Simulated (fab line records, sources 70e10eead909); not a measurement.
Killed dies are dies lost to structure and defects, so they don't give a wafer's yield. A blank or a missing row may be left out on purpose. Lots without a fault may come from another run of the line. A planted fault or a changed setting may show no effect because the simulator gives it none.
fab line records | flow nand_harc
record lots=5 wafers=15 last_day=28
route steps=1302 shown A_M1@1179
lots that met no fault: from a run of the same line without faults
start_h: hours from the record's first day to the start of the lot's first wafer shown | wait_h: hours since the lot's step before | " the same as in the row above | L1.1+2: a row that stands for several wafers | - no value, or no start given | * or withheld: withheld | < > ~ a bound
route shown NAME@n: a module of which the file shows steps, and the number in the route of the first | usual: mean/standard deviation of fault-free wafers | same: alike in all rows | chamber/n: place in a boat | sites: the reading at each site | _std_site: their standard deviation | _edge_site: outer sites' mean less inner sites' | radius_mm: how far each site lies from the wafer's centre | mask NAME#n: copy n | behind: the tool/chamber that last shaped the wafer | hold: why the lot was held/for how many hours/how that ended | device: the transistor (n, p or np) that didn't switch | end of line: the same wafers' tests at the end of the route | a step without rows: its recipe alone | killed: dies lost to structure and defects at the first sort, not the wafer's yield | map: a wafer's dies, x killed, . not, _ none there
set.NAME: the setting as run; set.NAME@STEP: as run at that earlier step | model.NAME: the simulator's own value behind a step, which no gauge read
lots at some steps of the route; a table a step, a row a wafer
services: from which hour (start_h, from the record's first day; less than 0 if before it) a tool's chamber was out of use, for how many hours, and why
## steps
# step NHARC_A_M1_CD_MEAS_09
# recipe target_cd_nm=120 landing_energy_ev=500
# usual cd_nm=120.5/0.63
# columns lot.wafer tool chamber start_h wait_h cd_nm
L077.1 cd_sem-03 0 566.10 - 120.4
L077.3 " 0 " " 120.9
L077.4 " 0 " " 121.2
L079.1 cd_sem-01 0 581.22 - 120.2
L079.2 " 0 " " 120.1
L079.4 " 0 " " 119.6
L081.4 cd_sem-03 0 604.69 - 120.5
L081.5 " 0 " " 120.1
L081.6 " 0 " " 119.9
L087.1 cd_sem-03 0 639.58 - 121.3
L087.3 " 0 " " 121.6
L087.6 " 0 " " 120.7
L086.2 cd_sem-02 0 640.51 - 119.6
L086.3 " 0 " " 120.7
L086.5 " 0 " " 119.8
# step NHARC_A_M1_OVL_MEAS_10
# recipe pitch_nm=240
# usual overlay_x_nm=-0.1/0.77 overlay_y_nm=-0.3/0.86
# columns lot.wafer tool chamber start_h wait_h overlay_x_nm overlay_y_nm
L077.1 overlay-01 - 566.19 - 0.3 -1.6
L077.3 " - " " 0.8 0.1
L077.4 " - " " 0.1 -0.6
L079.1 overlay-02 - 581.31 - 0.6 0.7
L079.2 " - " " 0.5 1.3
L079.4 " - " " 0.1 0.9
L081.4 overlay-02 - 604.78 - -0.7 0.5
L081.5 " - " " -1.2 0.1
L081.6 " - " " -0.3 -0.6
L087.1 overlay-01 - 639.67 - 0.3 -1.0
L087.3 " - " " 0.8 -1.9
L087.6 " - " " 0.9 -1.2
L086.2 overlay-02 - 640.61 - -1.1 -0.2
L086.3 " - " " -1.6 0.1
L086.5 " - " " -1.7 0.1
# step NHARC_A_M1_INSPECT_11
# usual raw_defect_count=88/25
# columns lot.wafer tool chamber start_h wait_h raw_defect_count
L077.1 defect_inspect-02 - 566.22 0.0 67
L077.3 " - " " 53
L077.4 " - " " 52
L079.1 defect_inspect-01 - 581.35 0.0 123
L079.2 " - " " 102
L079.4 " - " " 119
L081.4 defect_inspect-01 - 604.81 0.0 41
L081.5 " - " " 35
L081.6 " - " " 41
L087.1 defect_inspect-01 - 639.71 0.0 140
L087.3 " - " " 133
L087.6 " - " " 141
L086.2 defect_inspect-02 - 640.64 0.0 64
L086.3 " - " " 63
L086.5 " - " " 67
# step NHARC_A_M1_DESCUM_14
# recipe time_s=3 o2_flow_sccm=200 ar_flow_sccm=0 bias_power_w=0 chemistry=O2
# usual drypump_motor_current_A=5.9/0.38 oes_product_au=0.999/0.0085 rf_vpp_V=57.8/0.92 showerhead_plenum_p_Torr=1.91/0.074 throttle_valve_pct=11.311/0.0091
# columns lot.wafer tool chamber start_h wait_h drypump_motor_current_A oes_product_au rf_hours_counter_h rf_vpp_V showerhead_plenum_p_Torr throttle_valve_pct
L077.3 rie_diel-03 1 566.28 0.1 5.8 0.992 4.5 58.2 1.93 11.311
L077.1 " 2 " " 6.3 0.989 4.2 56.9 1.91 11.306
L077.4 " 0 " " 5.4 1.009 4.8 58.2 1.86 11.316
L079.4 rie_diel-09 2 581.41 0.1 6.1 0.993 6.4 57.0 1.94 11.308
L079.2 " 3 " " 6.2 1.000 6.0 57.1 1.85 11.311
L079.1 " 0 " " 6.4 1.001 6.0 58.6 1.83 11.315
L081.4 rie_diel-09 3 604.90 0.1 6.3 0.996 6.3 55.4 1.85 11.306
L081.5 " 0 " " 6.4 0.995 - 58.1 1.83 11.287
L081.6 " 1 " " 6.2 1.000 - 58.8 1.97 11.315
L087.1 rie_diel-09 2 639.78 0.1 6.1 1.007 8.5 56.2 1.94 11.315
L087.3 " 0 " " 6.4 1.020 9.1 56.6 1.82 11.311
L087.6 " 2 " " 6.1 1.001 - 58.6 1.94 11.316
L086.3 rie_diel-12 3 640.71 0.1 5.3 0.982 0.3 57.5 1.88 11.303
L086.2 " 1 " " 6.3 1.002 0.4 59.0 2.05 11.301
L086.5 " 2 " " 5.7 0.983 - 57.3 1.96 11.327
# step NHARC_A_M1_ETCH_35
# recipe target_depth_a=400 overetch_a=120 time_s=43.94 ion_energy_ev=200 n2_flow_sccm=150 h2_flow_sccm=150 ar_flow_sccm=0 rf_w=400 bias_w=150 chemistry=N2/H2
# usual drypump_motor_current_A=5.9/0.39 oes_product_au=1.000/0.0086 rf_vpp_V=430.5/2.4 showerhead_plenum_p_Torr=2.04/0.081 throttle_valve_pct=14.170/0.0091
# columns lot.wafer tool chamber start_h wait_h drypump_motor_current_A oes_product_au rf_hours_counter_h rf_vpp_V showerhead_plenum_p_Torr throttle_valve_pct
L077.3 rie_diel-03 0 566.37 0.1 5.4 0.996 4.9 429.2 1.98 14.167
L077.4 " 2 " " 6.3 0.992 4.2 430.4 2.03 14.177
L077.1 " 3 " " 5.7 1.005 4.8 426.9 1.90 14.154
L079.1 rie_diel-09 0 581.50 0.1 6.3 1.000 6.0 428.8 1.94 14.169
L079.2 " 1 " " 6.2 1.013 6.4 431.9 2.10 14.176
L079.4 " 2 " " 6.2 1.012 6.4 430.6 2.07 14.174
L081.4 rie_diel-09 2 604.96 0.1 6.1 0.996 6.7 431.9 2.07 14.164
L081.6 " 2 " " 6.2 0.989 - 432.4 2.07 14.145
L081.5 " 3 " " 6.2 1.001 - 427.7 1.97 14.175
L087.3 rie_diel-09 3 639.86 0.1 6.3 1.009 8.6 428.7 1.97 14.165
L087.1 " 0 " " 6.4 0.995 9.1 427.8 1.94 14.175
L087.6 " 3 " " 6.3 1.008 - 428.2 1.96 14.194
L086.2 rie_diel-12 2 640.79 0.1 5.7 0.987 0.4 432.2 2.09 14.160
L086.3 " 0 " " 6.2 0.997 0.3 432.8 2.15 14.174
L086.5 " 2 " " 5.7 0.997 - 432.1 2.09 14.164
# step NHARC_A_M1_ETCH_15
# recipe target_depth_a=1825 time_s=91.2 c4f8_flow_sccm=withheld ar_flow_sccm=400 rf_w=600 bias_w=300 chemistry=C4F8/Ar
# usual oes_product_au=0.951/0.024 rf_vpp_V=440.8/2.3
# columns lot.wafer tool chamber start_h wait_h oes_product_au rf_hours_counter_h rf_vpp_V
L077.1 rie_diel-03 0 - - 0.947 4.9 438.6
L077.4 " 2 " " 0.920 4.2 440.0
L077.3 " 3 " " 0.928 4.8 436.2
L079.2 rie_diel-09 0 - - 0.923 6.0 438.1
L079.1 " 1 " " 0.926 6.4 443.3
L079.4 " 2 " " 0.924 6.4 441.9
L081.4 rie_diel-09 3 - - 0.922 6.3 438.7
L081.6 " 2 " " 0.918 - 441.8
L081.5 " 3 " " 0.926 - 440.1
L087.1 rie_diel-09 3 - - 0.976 8.6 439.2
L087.3 " 0 " " 0.964 9.1 438.3
L087.6 " 3 " " 0.973 - 439.5
L086.2 rie_diel-12 0 - - 0.971 0.4 442.9
L086.3 " 3 " " 0.975 0.3 440.3
L086.5 " 0 " " 0.982 - 444.0
# step NHARC_A_M1_CD_MEAS_16
# usual cd_nm=120.6/0.84
# columns lot.wafer tool chamber start_h wait_h cd_nm
L077.1 cd_sem-01 - 566.59 - 121.0
L077.3 " - " " 121.3
L077.4 " - " " 120.8
L079.1 cd_sem-02 - 581.71 - 121.0
L079.2 " - " " 120.5
L079.4 " - " " 120.4
L081.4 cd_sem-01 - 605.18 - 120.7
L081.5 " - " " 119.8
L081.6 " - " " 120.1
L087.1 cd_sem-01 - 640.07 - 122.7
L087.3 " - " " 122.2
L087.6 " - " " 120.8
L086.2 cd_sem-03 - 641.01 - 119.7
L086.3 " - " " 121.1
L086.5 " - " " 120.4
# step NHARC_A_M1_STRIP_18
# recipe power_w=1000 n2_flow_sccm=150 h2_flow_sccm=150 ar_flow_sccm=0 bias_w=0 chemistry=N2/H2
# usual drypump_motor_current_A=6.0/0.37 oes_product_au=1.001/0.0077 rf_vpp_V=90.7/0.96 showerhead_plenum_p_Torr=2.03/0.079 throttle_valve_pct=14.171/0.009
# columns lot.wafer tool chamber start_h wait_h drypump_motor_current_A oes_product_au rf_hours_counter_h rf_vpp_V showerhead_plenum_p_Torr throttle_valve_pct
L077.4 rie_diel-12 2 566.66 0.1 5.7 0.993 3.0 91.0 2.09 14.179
L077.1 " 0 " " 6.2 1.003 2.7 93.2 2.15 14.181
L077.3 " 1 " " 6.3 0.993 2.7 92.5 2.19 14.181
L079.4 rie_diel-12 1 581.82 0.1 6.4 1.006 3.4 92.5 2.19 14.171
L079.2 " 2 " " 5.7 0.995 3.9 91.8 2.09 14.164
L079.1 " 3 " " 5.3 0.996 3.4 90.3 2.01 14.177
L081.4 rie_diel-09 1 605.25 0.1 6.2 0.999 6.9 91.7 2.10 14.176
L081.5 " 1 " " 6.2 0.997 - 92.3 2.10 14.157
L081.6 " 2 " " 6.1 0.995 - 89.7 2.07 14.168
L087.1 rie_diel-09 0 640.15 0.1 6.4 1.003 9.1 89.3 1.94 14.185
L087.3 " 3 " " 6.3 0.992 8.7 89.9 1.97 14.170
L087.6 " 1 " " 6.2 0.979 - 90.5 2.10 14.182
L086.2 rie_diel-09 3 641.08 0.1 6.3 1.008 8.7 89.8 1.97 14.176
L086.3 " 1 " " 6.2 1.008 9.2 90.9 2.10 14.159
L086.5 " 0 " " 6.4 1.019 - 90.3 1.94 14.157
# step NHARC_A_M1_ETCH_28
# recipe target_depth_a=300 over_etch_frac=0.3 time_s=72.99 ion_energy_ev=150 cf4_flow_sccm=50 n2_flow_sccm=100 ar_flow_sccm=150 rf_w=300 bias_w=100 chemistry=CF4/N2
# usual drypump_motor_current_A=6.0/0.37 oes_product_au=1.000/0.0081 rf_vpp_V=314.1/1.9 showerhead_plenum_p_Torr=2.62/0.093 throttle_valve_pct=19.794/0.0087
# columns lot.wafer tool chamber start_h wait_h drypump_motor_current_A oes_product_au rf_hours_counter_h rf_vpp_V showerhead_plenum_p_Torr throttle_valve_pct
L077.3 rie_diel-12 2 - - 5.7 1.003 3.1 314.6 2.69 19.790
L077.4 " 3 " " 5.3 1.006 2.8 312.4 2.59 19.788
L077.1 " 0 " " 6.2 1.010 2.7 315.7 2.76 19.795
L079.4 rie_diel-12 2 - - 5.7 0.997 3.9 314.1 2.69 19.798
L079.2 " 0 " " 6.2 0.994 3.2 317.6 2.76 19.796
L079.1 " 1 " " 6.3 0.994 3.5 316.4 2.80 19.779
L081.4 rie_diel-09 3 - - 6.2 0.999 6.4 313.3 2.54 19.793
L081.5 " 2 " " 6.2 1.003 - 313.9 2.66 19.804
L081.6 " 3 " " 6.3 0.993 - 310.6 2.54 19.787
L087.1 rie_diel-09 0 - - 6.3 0.999 9.2 313.8 2.51 19.783
L087.3 " 1 " " 6.2 0.999 9.2 315.7 2.69 19.793
L087.6 " 2 " " 6.1 1.014 - 316.2 2.66 19.785
L086.2 rie_diel-09 0 - - 6.4 1.001 9.2 312.2 2.51 19.791
L086.3 " 1 " " 6.2 0.985 9.2 315.0 2.69 19.797
L086.5 " 3 " " 6.3 0.996 - 314.0 2.54 19.789
# step NHARC_A_M1_STRIP_19
# recipe time_s=600 temp_c=30 chemistry=post_etch_residue_remover
# usual bath_heat_duty_pct=12.9/1.2
# columns lot.wafer tool chamber start_h wait_h bath_heat_duty_pct
L077.1 wet_bench-10 4 567.03 - 12.1
L077.3 " 7 " " 15.1
L077.4 " 0 " " 13.9
L079.2 wet_bench-08 0 582.16 - 15.0
L079.1 " 1 " " 14.6
L079.4 " 3 " " 11.1
L081.4 wet_bench-10 4 605.63 - 11.6
L081.5 " 5 " " 13.0
L081.6 " 6 " " 12.8
L087.3 wet_bench-10 3 640.52 - 14.3
L087.6 " 4 " " 12.9
L087.1 " 5 " " 12.1
L086.5 wet_bench-10 0 641.45 - 12.7
L086.2 " 2 " " 12.1
L086.3 " 4 " " 13.4
# step NHARC_A_M1_DEGAS_29
# recipe temp_c=250 time_s=60
# usual heater_power_w=338/26
# columns lot.wafer tool chamber start_h wait_h heater_power_w
L077.3 pvd_sputter-01 - 567.31 - 298
L077.1 " - " " 316
L077.4 " - " " 359
L079.2 pvd_sputter-03 - 582.43 - 341
L079.4 " - " " 358
L079.1 " - " " 334
L081.4 pvd_sputter-02 - 605.90 - 346
L081.5 " - " " 436
L081.6 " - " " 304
L087.1 pvd_sputter-03 - 640.79 - 332
L087.3 " - " " 349
L087.6 " - " " 331
L086.3 pvd_sputter-01 - 641.73 - 304
L086.2 " - " " 355
L086.5 " - " " 356
# step NHARC_A_M1_PRE_CLEAN_30
# recipe time_s=30 temp_c=280 gas=H2/He
# usual heater_power_w=418/32
# columns lot.wafer tool chamber start_h wait_h heater_power_w
L077.4 pvd_sputter-01 - - - 444
L077.3 " - " " 370
L077.1 " - " " 381
L079.4 pvd_sputter-03 - - - 427
L079.1 " - " " 410
L079.2 " - " " 409
L081.4 pvd_sputter-02 - - - 377
L081.6 " - " " 404
L081.5 " - " " 520
L087.3 pvd_sputter-03 - - - 405
L087.1 " - " " 413
L087.6 " - " " 418
L086.3 pvd_sputter-01 - - - 437
L086.2 " - " " 370
L086.5 " - " " 459
# step NHARC_A_M1_PVD_20
# recipe target_thk_a=50 bias_v=168.6 power_w=15000 chamber_pressure_pa=0.12 time_s=8.06 substrate_temp_c=50 material=TaN
# usual throttle_valve_pct=30.7/0.86
# columns lot.wafer tool chamber start_h wait_h throttle_valve_pct
L077.3 pvd_sputter-01 - - - 29.2
L077.4 " - " " 30.4
L077.1 " - " " 30.7
L079.1 pvd_sputter-03 - - - 30.5
L079.4 " - " " 31.8
L079.2 " - " " 30.7
L081.4 pvd_sputter-02 - - - 29.0
L081.6 " - " " 29.3
L081.5 " - " " 31.3
L087.3 pvd_sputter-03 - - - 30.9
L087.1 " - " " 30.6
L087.6 " - " " 30.5
L086.3 pvd_sputter-01 - - - 29.8
L086.2 " - " " 30.9
L086.5 " - " " 29.6
# step NHARC_A_M1_PVD_21
# recipe target_thk_a=300 chamber_pressure_pa=5 power_w=5000 substrate_temp_c=30 time_s=20.49 material=Cu
# usual throttle_valve_pct=30.6/0.84
# columns lot.wafer tool chamber start_h wait_h throttle_valve_pct
L077.1 pvd_sputter-01 - - - 32.5
L077.3 " - " " 29.4
L077.4 " - " " 30.0
L079.4 pvd_sputter-03 - - - 31.0
L079.2 " - " " 30.5
L079.1 " - " " 31.9
L081.4 pvd_sputter-02 - - - 29.0
L081.5 " - " " 29.2
L081.6 " - " " 31.3
L087.1 pvd_sputter-03 - - - 30.7
L087.3 " - " " 31.7
L087.6 " - " " 30.5
L086.2 pvd_sputter-01 - - - 29.6
L086.3 " - " " 31.1
L086.5 " - " " 29.7
# step NHARC_A_M1_ECD_22
# recipe target_thk_a=4000 bath_temp_c=25 material=Cu
# usual bath_heat_duty_pct=5.9/0.53
# columns lot.wafer tool chamber start_h wait_h bath_heat_duty_pct
L077.1 ecd_cu-01 0 567.66 - 5.4
L077.3 " 0 " " 6.0
L077.4 " 1 " " 6.5
L079.1 ecd_cu-01 0 582.79 - 5.2
L079.2 " 1 " " 6.7
L079.4 " 0 " " 6.0
L081.4 ecd_cu-02 0 606.35 - 5.6
L081.5 " 0 " " 5.9
L081.6 " 1 " " 5.5
L087.1 ecd_cu-01 1 641.15 - 6.6
L087.3 " 0 " " 6.1
L087.6 " 1 " " 6.3
L086.2 ecd_cu-02 0 642.13 - 5.0
L086.3 " 0 " " 5.3
L086.5 " 1 " " 5.0
# step NHARC_A_M1_ANNEAL_31
# recipe temp_c=225 time_s=90
# usual wafer_temp_C_max=226.3/0.53
# columns lot.wafer tool chamber start_h wait_h wafer_temp_C_max
L077.1 rtp_anneal-01 0 568.04 0.3 225.9
L077.3 " 0 " " 225.6
L077.4 " 0 " " 225.9
L079.1 rtp_anneal-02 0 583.17 - 226.8
L079.2 " 0 " " 227.3
L079.4 " 0 " " 226.6
L081.4 rtp_anneal-02 0 606.78 - 227.0
L081.5 " 0 " " 226.4
L081.6 " 0 " " 226.9
L087.1 rtp_anneal-01 0 641.53 0.3 225.8
L087.3 " 0 " " 226.1
L087.6 " 0 " " 226.0
L086.2 rtp_anneal-02 0 642.51 0.3 226.5
L086.3 " 0 " " 226.6
L086.5 " 0 " " 226.7
# step NHARC_A_M1_CMP_23
# recipe t_overpolish_s=20 target_thk_nm=154.34
# usual motor_current_A=11.4/1 time_to_endpoint_s=27.3/2.3
# columns lot.wafer tool chamber start_h wait_h motor_current_A time_to_endpoint_s
L077.3 cmp-02 0 568.38 - 10.9 26.0
L077.1 " 1 " " 10.1 24.1
L077.4 " 3 " " 13.2 26.8
L079.2 cmp-04 3 583.52 - 10.7 30.0
L079.4 " 0 " " 10.1 28.2
L079.1 " 1 " " 11.6 28.2
L081.4 cmp-02 1 607.05 - 10.7 22.0
L081.5 " 2 " " 11.5 23.5
L081.6 " 3 " " 13.3 26.4
L087.1 cmp-01 1 641.87 - 12.2 30.0
L087.3 " 3 " " 10.9 29.3
L087.6 " 1 " " 12.2 28.9
L086.3 cmp-01 0 642.81 - 12.0 28.1
L086.2 " 3 " " 10.7 31.2
L086.5 " 0 " " 10.9 29.7
## services
# columns tool chamber start_h hours kind
rie_diel-12 3 546.12 16.8 repair
pvd_sputter-03 - 548.23 4.0 repair
rie_diel-09 0 555.10 - clean
rie_diel-09 1 555.10 - clean
rie_diel-09 2 555.10 - clean
rie_diel-09 3 555.10 - clean
cmp-01 - 557.02 0.6 repair
pvd_sputter-02 - 566.26 2.7 repair
cmp-04 - 568.24 3.2 repair
cmp-01 - 577.52 4.0 pm
pvd_sputter-01 - 584.22 10.0 pm
rie_diel-03 0 586.87 1.5 repair
ecd_cu-02 - 596.39 8.0 pm
rie_diel-09 2 598.68 2.5 repair
cmp-01 - 600.13 1.7 repair
cmp-04 - 602.51 4.0 pm
rie_diel-12 2 614.06 7.4 repair
rie_diel-12 - 622.44 9.0 pm
wet_bench-10 - 624.52 2.2 repair
cmp-02 - 624.67 4.0 pm
rie_diel-03 0 626.34 4.5 repair
pvd_sputter-01 - 628.54 2.7 repair
rie_diel-09 0 628.69 6.9 repair
rie_diel-03 - 635.30 9.0 pm
## key
fault none
